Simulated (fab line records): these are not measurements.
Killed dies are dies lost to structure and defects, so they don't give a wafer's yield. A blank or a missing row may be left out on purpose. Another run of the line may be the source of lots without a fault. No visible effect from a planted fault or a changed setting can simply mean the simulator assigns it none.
fab line records | flow n5Finfet
record lots=7 wafers=18 lastDay=18
route steps=1938 shown BEOL_M2@868 BEOL_M4@1111 PASSIVATION@1936
lots with no fault: from the same line, run without faults
startH: hours from the record's opening day to when the first of the lot's shown wafers began | waitH: how many hours have passed since the lot's step before this one | " same as the row above | L1.1+2: several wafers, shown together as one row | - value missing, or start not given | * or withheld: withheld | < > ~ a bound
route shown NAME@n: a module of which the file shows steps, and the number in the route of the first | usual: average and standard deviation across the fault-free wafers | same: alike in all rows | chamber/n: place in a boat | sites: per-site readings | _std_site: their standard deviation | _edge_site: the outer-site mean with the inner-site mean subtracted | radiusMm: how far each site lies from the wafer's centre | mask NAME#n: copy n | behind: the last tool/chamber to shape the wafer | hold: cause of the lot's hold/its duration in hours/its outcome | device: transistor that didn't switch, given as n, p or np | end of line: at the end of the route, the tests of the same wafers | step lacking rows: just its recipe | killed: dies that structure and defects cost at the first sort, which is not the same as the wafer's yield | map: per-die view of a wafer (x killed, . not killed, _ where there is no die)
set.NAME: setting as actually run; set.NAME@STEP: the setting as run at that earlier step | model.NAME: the simulator's own value behind a step, which no gauge read
certain route steps with their lots: each step a table, each wafer a row
services: from which hour (startH, from the record's first day; less than 0 if before it) a tool's chamber was out of use, for how many hours, and why
## steps
# step N5_BEOL_M2_COAT_68
# recipe resist=SiARC tempC=220 timeS=60 spinRpm=1500 resistThkNm=12
# step N5_BEOL_M2_COAT_76
# recipe resist=underlayer tempC=205 timeS=60 spinRpm=1500 resistThkNm=5
# step N5_BEOL_M2_COAT_22
# recipe resist=CAR-EUV spinRpm=1500 resistThkNm=30
# step N5_BEOL_M2_EBR_24
# recipe solvent=PGMEA ebrWidthMm=1.5
# step N5_BEOL_M2_SOFTBAKE_23
# recipe tempC=110 timeS=60 resist=CAR-EUV
# step N5_BEOL_M2_EXPOSE_25
# recipe maskId=V1 na=0.33 sourceShape=quasar sigmaInner=0.2 sigmaOuter=0.8 polarization=unpolarized defocusNm=5 doseMj=63
# step N5_BEOL_M2_PEB_26
# recipe pebTempC=100 pebTimeS=60 resist=CAR-EUV
# step N5_BEOL_M2_DEVELOP_27
# recipe developTimeS=30 developer=TMAH resist=CAR-EUV rinseLiquid=surfactantRinse dry=airSpin devTempC=23
# step N5_BEOL_M2_CD_MEAS_28
# recipe targetCdNm=26.2 landingEnergyEv=500 detector=seInlens targetCdYNm=24.1 polarity=opening
# usual cdNm=26.2/0.31
# columns lot.wafer tool chamber startH waitH cdNm
L716.1 cdSem-03 0 205.86 - 26.5
L716.3 " 0 " " 26.1
L716.5 " 0 " " 25.9
L717.1 cdSem-03 0 213.05 - 26.4
L717.2 " 0 " " 26.4
L717.4 " 0 " " 26.3
L722.3 cdSem-02 0 240.74 - 26.5
L722.5 " 0 " " 26.3
L723.4 cdSem-01 0 244.15 - 25.8
L723.5 " 0 " " 26.3
L724.1 cdSem-03 0 253.89 - 25.5
L724.5 " 0 " " 26.3
L725.2 cdSem-02 0 265.04 - 26.6
L725.4 " 0 " " 25.9
L725.6 " 0 " " 25.5
L727.2 cdSem-03 0 272.51 - 25.8
L727.3 " 0 " " 26.1
L727.4 " 0 " " 26.4
# step N5_BEOL_M2_OVL_MEAS_29
# recipe pointsPerWafer=522
# usual V1_OVL=0.1/0.65
# columns lot.wafer tool chamber startH waitH V1_OVL[nm]
L716.1 overlay-01 0 205.89 0.0 1.2
L716.3 " 0 " " 0.8
L716.5 " 0 " " 0.7
L717.1 overlay-01 0 213.08 0.0 -0.2
L717.2 " 0 " " -0.3
L717.4 " 0 " " 0.3
L722.3 overlay-02 0 240.78 0.0 0.7
L722.5 " 0 " " 1.5
L723.4 overlay-02 0 244.20 0.0 -0.8
L723.5 " 0 " " 0.5
L724.1 overlay-02 0 253.93 0.0 -0.1
L724.5 " 0 " " -1.0
L725.2 overlay-02 0 265.08 0.0 -0.8
L725.4 " 0 " " -0.1
L725.6 " 0 " " -0.9
L727.2 overlay-01 0 272.55 0.0 -0.2
L727.3 " 0 " " -0.2
L727.4 " 0 " " -0.6
# step N5_BEOL_M2_INSPECT_30
# recipe mode=adi inspectInstrument=brightfield
# usual rawDefectCount=449/110
# columns lot.wafer tool chamber startH waitH rawDefectCount
L716.1 defectInspect-01 - 205.95 0.1 407
L716.3 " - " " 528
L716.5 " - " " 356
L717.1 defectInspect-02 - 213.13 0.1 505
L717.2 " - " " 499
L717.4 " - " " 696
L722.3 defectInspect-01 - 240.82 0.0 569
L722.5 " - " " 524
L723.4 defectInspect-01 - 244.24 0.0 440
L723.5 " - " " 517
L724.1 defectInspect-01 - 253.98 0.1 336
L724.5 " - " " 359
L725.2 defectInspect-01 - 265.13 0.0 436
L725.4 " - " " 341
L725.6 " - " " 374
L727.2 defectInspect-02 - 272.60 0.0 644
L727.3 " - " " 537
L727.4 " - " " 687
# step N5_BEOL_M2_DESCUM_33
# recipe chemistry=O2 timeS=7 sourcePowerW=50 biasPowerW=20 pressureMtorr=20 rfFrequencyHz=2.712e+07 tempC=40 resist=CAR-EUV o2FlowSccm=225
# usual drypumpMotorCurrentA=5.6/0.44 oesProductAu=0.81/0.1 rfVppV=243.5/1.4 showerheadPlenumPTorr=2.12/0.074 throttleValvePct=20.42/0.21
# columns lot.wafer tool chamber startH waitH drypumpMotorCurrentA oesProductAu rfHoursCounterH rfVppV showerheadPlenumPTorr throttleValvePct
L716.1 rieDiel-04 1 205.99 0.0 5.7 0.76 188 243.5 2.05 20.37
L716.3 " 3 " " 6.0 0.90 27 243.4 2.14 20.45
L716.5 " 1 " " 5.7 0.76 - 242.1 2.05 20.37
L717.1 rieDiel-03 2 213.50 0.4 5.3 0.72 194 242.1 2.00 20.79
L717.2 " 1 " " 5.8 0.67 233 242.1 2.05 20.19
L717.4 " 0 " " 5.0 0.82 53 243.7 2.11 20.34
L722.3 rieDiel-03 0 240.86 0.0 5.0 0.81 61 242.5 2.11 20.34
L722.5 " 2 " " 5.2 0.72 - 242.3 1.99 20.79
L723.4 rieDiel-03 3 244.27 0.0 4.9 0.91 30 244.9 2.20 20.03
L723.5 " 3 " " 4.9 0.90 - 245.2 2.20 20.05
L724.1 rieDiel-03 3 254.02 0.0 4.9 0.90 34 245.7 2.20 20.06
L724.5 " 0 " " 5.0 0.81 - 243.4 2.11 20.36
L725.2 rieDiel-02 0 265.16 0.0 6.3 0.78 110 241.9 2.12 20.84
L725.4 " 3 " " 5.7 0.88 38 243.7 2.07 20.40
L725.6 " 2 " " 5.3 0.74 - 244.5 2.21 20.48
L727.2 rieDiel-02 1 272.64 0.0 5.4 0.96 20 243.8 2.06 20.53
L727.3 " 3 " " 5.7 0.86 40 241.6 2.07 20.39
L727.4 " 1 " " 5.5 0.95 - 242.8 2.06 20.51
# step N5_BEOL_M2_ETCH_77
# recipe chemistry=N2/H2 target=underlayer targetDepthA=65 maskMaterial=CAR-EUV timeS=5.2 ionEnergyEv=200 pressureMtorr=30 sourceW=840 biasW=150 n2FlowSccm=200 h2FlowSccm=200 ends=cleared
# usual drypumpMotorCurrentA=5.6/0.43 etchRfOnTimeS=5.20/0.24 n2FlowSccm=200.0/0.55 oesProductAu=0.69/0.083 rfVppV=525.0/2.6 showerheadPlenumPTorr=2.57/0.091 throttleValvePct=17.79/0.21
# columns lot.wafer tool chamber startH waitH drypumpMotorCurrentA etchRfOnTimeS n2FlowSccm oesProductAu rfHoursCounterH rfVppV showerheadPlenumPTorr throttleValvePct
L716.1 rieDiel-04 1 206.02 0.0 5.7 4.96 199.9 0.64 188 523.1 2.54 18.04
L716.3 " 3 " " 6.0 5.34 200.7 0.76 27 525.4 2.61 17.83
L716.5 " 1 " " 5.7 4.95 200.1 0.64 - 522.8 2.54 18.01
L717.1 rieDiel-03 2 213.54 0.0 5.3 4.97 200.1 0.62 194 520.4 2.41 17.95
L717.2 " 1 " " 5.9 5.91 199.8 0.55 233 522.7 2.50 17.73
L717.4 " 0 " " 5.0 5.02 199.6 0.73 53 524.0 2.56 17.58
L722.3 rieDiel-03 0 240.89 0.0 5.0 5.08 199.5 0.71 61 526.4 2.55 17.58
L722.5 " 2 " " 5.3 7.01 200.5 0.51 - 519.7 2.40 17.95
L723.4 rieDiel-03 3 244.31 0.0 4.9 7.16 199.9 0.64 30 527.4 2.70 17.61
L723.5 " 3 " " 4.9 7.20 199.7 0.64 - 526.4 2.70 17.61
L724.1 rieDiel-03 3 254.05 0.0 4.9 5.21 198.8 0.76 34 528.1 2.70 17.62
L724.5 " 0 " " 5.0 7.09 199.7 0.59 - 527.7 2.55 17.54
L725.2 rieDiel-02 0 265.20 0.0 6.4 5.07 200.6 0.69 110 522.3 2.53 17.86
L725.4 " 3 " " 5.7 5.23 199.7 0.75 38 521.2 2.45 17.37
L725.6 " 2 " " 5.2 5.16 200.2 0.64 - 527.2 2.63 17.66
L727.2 rieDiel-02 1 272.67 0.0 5.5 5.19 200.0 0.79 20 524.6 2.51 17.97
L727.3 " 3 " " 5.7 5.28 200.3 0.73 40 524.2 2.45 17.37
L727.4 " 1 " " 5.5 5.24 199.7 0.78 - 522.3 2.51 17.97
# step N5_BEOL_M2_ETCH_69
# recipe chemistry=CF4 target=SiARC targetDepthA=156 maskMaterial=CAR-EUV timeS=26 ionEnergyEv=80 pressureMtorr=40 sourceW=545 biasW=36 Ar_flow_sccm=100 cf4FlowSccm=100 ends=cleared
# usual cf4FlowSccm=100.0/0.31 drypumpMotorCurrentA=5.6/0.44 etchRfOnTimeS=26.0/1 oesProductAu=0.69/0.084 rfVppV=184.3/1.2 showerheadPlenumPTorr=2.16/0.067 throttleValvePct=15.58/0.2
# columns lot.wafer tool chamber startH waitH cf4FlowSccm drypumpMotorCurrentA etchRfOnTimeS oesProductAu rfHoursCounterH rfVppV showerheadPlenumPTorr throttleValvePct
L716.1 rieDiel-04 1 206.04 0.0 100.0 5.7 25.0 0.65 188 184.5 2.12 15.76
L716.3 " 3 " " 99.9 6.0 26.8 0.76 27 185.3 2.17 15.49
L716.5 " 1 " " 100.2 5.7 25.0 0.64 - 184.3 2.12 15.74
L717.1 rieDiel-03 2 213.56 0.0 100.1 5.2 25.2 0.62 194 182.2 2.05 15.93
L717.2 " 1 " " 100.2 5.8 29.3 0.56 233 184.3 2.11 15.50
L717.4 " 0 " " 99.9 5.0 25.3 0.73 53 184.3 2.17 15.54
L722.3 rieDiel-03 0 240.91 0.0 99.9 5.0 25.7 0.71 61 184.9 2.16 15.55
L722.5 " 2 " " 99.8 5.3 25.4 0.61 - 181.7 2.05 15.96
L723.4 rieDiel-03 3 244.32 0.0 99.8 4.8 25.6 0.76 30 184.7 2.27 15.39
L723.5 " 3 " " 99.7 4.8 25.6 0.75 - 185.6 2.27 15.39
L724.1 rieDiel-03 3 254.07 0.0 100.5 4.9 25.7 0.74 34 185.0 2.27 15.41
L724.5 " 0 " " 100.1 5.0 25.2 0.71 - 184.8 2.16 15.54
L725.2 rieDiel-02 0 265.21 0.0 100.3 6.3 25.2 0.68 110 184.9 2.16 15.89
L725.4 " 3 " " 100.2 5.7 25.9 0.76 38 184.6 2.09 15.36
L725.6 " 2 " " 100.4 5.3 26.1 0.63 - 184.4 2.21 15.41
L727.2 rieDiel-02 1 272.69 0.0 99.9 5.4 26.1 0.79 20 181.7 2.11 15.55
L727.3 " 3 " " 100.4 5.7 26.4 0.73 40 182.3 2.09 15.36
L727.4 " 1 " " 100.0 5.4 26.0 0.79 - 182.7 2.11 15.56
# step N5_BEOL_M4_RC_MEAS_101
# usual DIBL_N=36.4/2.2 DIBL_P=36.3/2.5 IOFF_N=0.17/0.052 IOFF_P=0.23/0.049 ION_N=674/17 ION_P=464/11 SS_N=71.7/0.98 SS_P=73.3/0.84 VT_N=250/4 VT_P=-249/3.8
# columns lot.wafer tool chamber startH waitH DIBL_N[mV/V] DIBL_P[mV/V] IOFF_N[nA/um] IOFF_P[nA/um] ION_N[uA/um] ION_P[uA/um] SS_N[mV/dec] SS_P[mV/dec] VT_N[mV] VT_P[mV]
L716.1 prober-02 0 271.98 0.0 37.8 39.6 0.17 0.27 670 464 72.3 74.1 250 -248
L716.3 " 0 " " 37.4 38.4 0.17 0.23 690 471 72.0 74.0 249 -252
L716.5 " 0 " " 37.0 37.8 0.16 0.23 670 458 72.0 73.0 253 -249
L717.1 prober-01 0 275.56 0.0 33.8 34.0 0.10 0.15 647 449 70.9 72.5 258 -252
L717.2 " 0 " " 33.4 33.4 0.11 0.15 665 460 70.4 72.0 254 -256
L717.4 " 0 " " 37.0 39.1 0.19 0.25 695 476 71.6 73.7 245 -249
L723.4 prober-02 0 299.02 0.5 34.4 33.7 0.11 0.16 659 450 71.2 72.5 253 -254
L723.5 " 0 " " 39.2 39.3 0.22 0.25 688 462 72.3 74.1 243 -251
L725.2 prober-02 0 317.61 0.2 36.3 36.3 0.16 0.22 680 470 71.6 72.9 248 -248
L725.4 " 0 " " 35.4 35.8 0.15 0.23 676 477 71.2 73.4 247 -246
L725.6 " 0 " " 39.9 40.6 0.25 0.31 690 467 72.9 74.3 244 -244
L722.3 prober-01 0 322.15 0.3 34.0 33.9 0.12 0.18 669 465 70.6 73.1 255 -248
L722.5 " 0 " " 34.6 34.0 0.13 0.17 677 464 70.9 73.3 253 -250
L724.1 prober-02 0 323.58 0.0 36.0 35.7 0.14 0.18 660 451 71.6 73.3 252 -250
L724.5 " 0 " " 33.9 33.5 0.11 0.17 648 448 70.8 72.1 254 -252
L727.2 prober-02 0 332.12 0.2 37.5 38.5 0.20 0.28 696 474 72.0 73.5 248 -247
L727.3 " 0 " " 35.0 34.6 0.15 0.20 674 462 71.2 72.1 252 -250
L727.4 " 0 " " 36.7 35.9 0.18 0.23 672 465 72.4 73.5 248 -248
# step N5_PASSIVATION_PROBE_49
# usual defectLimitedYield=91.2/1.4 killed_at_M0_to_M3=34/9.3 killed_at_M4_up=14/5.9 killedAtContacts=14/5.7 killedAtFrontEnd=38/10 killedAtOther=4/3.2 killedDies=104/17 killedOpen=67/13 killedShort=33/6.9 sort_bin_5_function=5.2/1 sort_bin_6_memory=3.3/0.61 sort_bin_8_speed=0.3/1.8 sortNPass=1069/52
# same grossDies=1180 killedAtBackSide=0 sort_bin_4_leakage[%]=0
# columns lot.wafer tool chamber startH waitH defectLimitedYield[%] killed_at_M0_to_M3 killed_at_M4_up killedAtContacts killedAtFrontEnd killedAtOther killedDies killedOpen killedShort sort_bin_5_function[%] sort_bin_6_memory[%] sort_bin_8_speed[%] sortNPass
L716.1 prober-01 - 376.23 0.0 89.1 49 31 12 34 3 129 92 33 7.3 3.5 0 1051
L716.3 prober-01 - 376.33 0.1 90.4 31 32 14 36 0 113 83 24 5.5 3.9 0 1067
L716.5 prober-01 - 376.43 0.2 91.6 22 15 11 47 4 99 66 22 5.3 3.1 0 1081
L717.1 prober-02 - 385.13 0.0 93.1 31 10 10 28 3 82 59 22 3.8 3.0 0 1098
L717.2 prober-02 - 385.18 0.1 92.6 30 12 15 26 4 87 42 39 4.8 2.4 0 1093
L717.4 prober-02 - 385.28 0.2 93.7 26 9 11 23 5 74 48 21 3.6 2.5 0 1106
L723.4 prober-01 - 408.83 0.2 90.3 50 11 8 41 5 115 65 44 5.1 4.3 0 1065
L723.5 prober-01 - 408.88 0.2 91.5 24 10 17 42 7 100 57 37 4.7 3.2 0 1080
L725.2 prober-02 - 417.83 0.1 90.2 32 17 12 52 3 116 82 31 6.3 3.1 0 1064
L725.4 prober-02 - 417.93 0.2 91.5 21 15 17 41 6 100 56 35 4.7 3.1 0.3 1080
L725.6 prober-02 - 418.03 0.3 89.7 30 16 26 49 1 122 77 41 6.0 4.0 0 1058
L722.3 prober-02 - 428.46 0.1 88.7 38 2 17 69 7 133 83 40 7.7 3.5 0 1047
L722.5 prober-02 - 428.56 0.2 90.3 31 7 8 64 4 114 75 37 5.3 3.9 0 1066
L724.1 prober-01 - 431.57 0.0 91.8 35 14 10 28 10 97 63 29 4.8 2.7 0 1083
L724.5 prober-01 - 431.77 0.2 90.3 33 17 6 30 29 115 64 22 6.3 3.3 0 1065
L727.2 prober-02 - 438.45 0.1 92.4 24 9 15 38 4 90 56 25 4.1 3.1 0 1090
L727.3 prober-02 - 438.50 0.1 92.5 29 8 18 33 1 89 63 20 4.4 2.8 0 1091
L727.4 prober-02 - 438.55 0.2 93.1 23 8 8 40 3 82 48 28 4.2 2.3 0 1098
# killed by level:class
L716.1 BEOL_M2:geometricParticle:open=22 BEOL_M4:geometricParticle:open=16 BEOL_M0_SAQP:geometricParticle:open=13 ILD0:geometricParticle:open=8 MOL_CONTACT_COAG:geometricParticle:open=7 BEOL_M0_SAQP:geometricParticle:short=6 BEOL_M2:geometricParticle:short=6 FIN_SAQP:geometricParticle:open=5
L716.3 BEOL_M4:geometricParticle:open=16 BEOL_M2:geometricParticle:open=16 STI_FIN_REVEAL:geometricParticle:open=8 DUMMY_GATE:geometricParticle:open=7 MOL_CONTACT_COAG:geometricParticle:open=7 FIN_SAQP:geometricParticle:open=6 MOL_CONTACT_COAG:geometricParticle:short=5 ILD0:geometricParticle:short=4
L716.5 FIN_SAQP:geometricParticle:open=23 BEOL_M2:geometricParticle:open=11 MOL_CONTACT_COAG:geometricParticle:open=8 FIN_SAQP:geometricParticle:short=7 GATE_CUT:geometricParticle:short=4 BEOL_M3:geometricParticle:open=4 BEOL_M4:geometricParticle:open=4 STI_FIN_REVEAL:geometricParticle:open=3
L717.1 BEOL_M3:geometricParticle:open=11 MOL_CONTACT_COAG:geometricParticle:open=9 BEOL_M2:geometricParticle:open=9 FIN_SAQP:geometricParticle:open=6 STARTING-WAFER:geometricParticle:short=5 DUMMY_GATE:geometricParticle:open=4 BEOL_M5:geometricParticle:open=4 BEOL_M0_SAQP:geometricParticle:open=3
L717.2 MOL_CONTACT_COAG:geometricParticle:open=9 BEOL_M0_SAQP:geometricParticle:short=8 FIN_SAQP:geometricParticle:short=6 GATE_CUT:geometricParticle:short=6 MOL_CONTACT_COAG:geometricParticle:short=6 BEOL_M0_SAQP:geometricParticle:open=6 BEOL_M1:geometricParticle:open=6 FIN_SAQP:geometricParticle:open=4
L717.4 MOL_CONTACT_COAG:geometricParticle:open=10 BEOL_M2:geometricParticle:open=7 FIN_SAQP:geometricParticle:open=6 BEOL_M0_SAQP:geometricParticle:open=6 BEOL_M0_SAQP:geometricParticle:short=5 PAD_METAL:geometricParticle:open=4 FIN_SAQP:geometricParticle:short=3 STI_FIN_REVEAL:geometricParticle:open=3
L723.4 BEOL_M0_SAQP:geometricParticle:short=20 BEOL_M0_SAQP:geometricParticle:open=11 BEOL_M3:geometricParticle:open=10 DUMMY_GATE:geometricParticle:open=9 FIN_SAQP:geometricParticle:open=5 MOL_CONTACT_COAG:geometricParticle:open=5 FIN_SAQP:geometricParticle:short=4 STI_FIN_REVEAL:geometricParticle:open=4
L723.5 MOL_CONTACT_COAG:geometricParticle:open=16 BEOL_M0_SAQP:geometricParticle:short=11 STI_FIN_REVEAL:geometricParticle:open=7 BEOL_M0_SAQP:geometricParticle:open=5 GATE_CUT:geometricParticle:short=4 BEOL_M5:geometricParticle:open=4 STARTING-WAFER:geometricParticle:short=4 STARTING-WAFER:geometricParticle:open=4
L725.2 DUMMY_GATE:geometricParticle:open=12 MOL_CONTACT_COAG:geometricParticle:open=11 BEOL_M4:geometricParticle:open=11 BEOL_M3:geometricParticle:open=9 STI_FIN_REVEAL:geometricParticle:open=8 GATE_CUT:geometricParticle:short=8 BEOL_M0_SAQP:geometricParticle:open=6 BEOL_M1:geometricParticle:open=6
L725.4 MOL_CONTACT_COAG:geometricParticle:open=14 FIN_SAQP:geometricParticle:short=9 GATE_CUT:geometricParticle:short=6 BEOL_M4:geometricParticle:open=6 GATE_CUT:geometricParticle:open=5 BEOL_M1:geometricParticle:open=5 FIN_SAQP:geometricParticle:open=4 BEOL_M0_SAQP:geometricParticle:short=4
L725.6 MOL_CONTACT_COAG:geometricParticle:open=18 GATE_CUT:geometricParticle:short=11 BEOL_M4:geometricParticle:open=10 FIN_SAQP:geometricParticle:short=8 FIN_SAQP:geometricParticle:open=7 GATE_CUT:geometricParticle:open=7 MOL_CONTACT_COAG:geometricParticle:short=7 BEOL_M0_SAQP:geometricParticle:open=6
L722.3 STI_FIN_REVEAL:geometricParticle:open=26 BEOL_M0_SAQP:geometricParticle:short=12 BEOL_M0_SAQP:geometricParticle:open=10 FIN_SAQP:geometricParticle:open=8 BEOL_M2:geometricParticle:open=8 MOL_CONTACT_COAG:areaEtch=8 MOL_CONTACT_COAG:geometricParticle:open=7 GATE_CUT:geometricParticle:open=5
L722.5 STI_FIN_REVEAL:geometricParticle:open=19 FIN_SAQP:geometricParticle:short=9 STI_FIN_REVEAL:geometricParticle:short=8 BEOL_M1:geometricParticle:open=8 BEOL_M2:geometricParticle:open=8 FIN_SAQP:geometricParticle:open=6 MOL_CONTACT_COAG:geometricParticle:open=5 BEOL_M0_SAQP:geometricParticle:short=4
L724.1 BEOL_M3:geometricParticle:open=11 BEOL_M2:geometricParticle:open=10 MOL_CONTACT_COAG:geometricParticle:open=8 BEOL_M4:geometricParticle:open=6 GATE_CUT:geometricParticle:short=5 BEOL_M1:geometricParticle:open=5 FIN_SAQP:geometricParticle:short=4 FIN_SAQP:geometricParticle:open=4
L724.5 PASSIVATION:areaEtch=22 STI_FIN_REVEAL:geometricParticle:open=9 BEOL_M4:geometricParticle:open=8 BEOL_M2:geometricParticle:open=7 FIN_SAQP:geometricParticle:open=6 BEOL_M0:geometricParticle:open=6 MOL_CONTACT_COAG:geometricParticle:open=5 BEOL_M1:geometricParticle:open=4
L727.2 MOL_CONTACT_COAG:geometricParticle:open=12 STI_FIN_REVEAL:geometricParticle:open=9 BEOL_M0_SAQP:geometricParticle:short=9 DUMMY_GATE:geometricParticle:open=6 GATE_CUT:geometricParticle:open=6 GATE_CUT:geometricParticle:short=5 BEOL_M2:geometricParticle:open=5 BEOL_M0_SAQP:geometricParticle:open=4
L727.3 MOL_CONTACT_COAG:geometricParticle:open=12 STI_FIN_REVEAL:geometricParticle:open=11 BEOL_M2:geometricParticle:open=8 FIN_SAQP:geometricParticle:open=6 MOL_CONTACT_COAG:geometricParticle:short=5 BEOL_M1:geometricParticle:open=4 BEOL_M0_SAQP:geometricParticle:open=4 GATE_CUT:geometricParticle:open=3
L727.4 STI_FIN_REVEAL:geometricParticle:open=11 BEOL_M0_SAQP:geometricParticle:open=8 STI_FIN_REVEAL:geometricParticle:short=7 MOL_CONTACT_COAG:geometricParticle:open=6 BEOL_M3:geometricParticle:open=6 GATE_CUT:geometricParticle:open=4 GATE_CUT:geometricParticle:short=4 BEOL_M0_SAQP:geometricParticle:short=4
## services
# columns tool chamber startH hours kind
rieDiel-02 1 191.74 - clean
rieDiel-02 1 191.74 - consumableReplace:focusRing
rieDiel-02 1 191.74 22.8 scheduledDown
rieDiel-02 1 191.74 22.8 ventCycle
rieDiel-03 0 201.11 2.7 repair
rieDiel-04 2 244.17 16.4 repair
rieDiel-03 1 263.46 - clean
rieDiel-03 1 263.46 - consumableReplace:focusRing
## key
firstSign step=N5_BEOL_M2_ETCH_77 reading=etchRfOnTimeS direction=up sigmas=7.9 usual=* struck=*
effect none on later readings
metAt N5_BEOL_M2_ETCH_77
struckWafers L722.5,L723.4,L723.5,L724.5
baselineLoss step=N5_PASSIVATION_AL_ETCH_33 wafers=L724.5
onsetBetween 213.54 240.89
fault kind=processParameterDrift tool=rieDiel-03 chamber=- onsetH=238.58 steps=N5_BEOL_M2_ETCH_77 channel=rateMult offset=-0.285 shape=step endH=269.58 scope=struckWafersOnly
# baselineLoss: these wafers lose ten dies or more at that step, a loss of the line's own and not of a fault; the sort's usual values leave them out
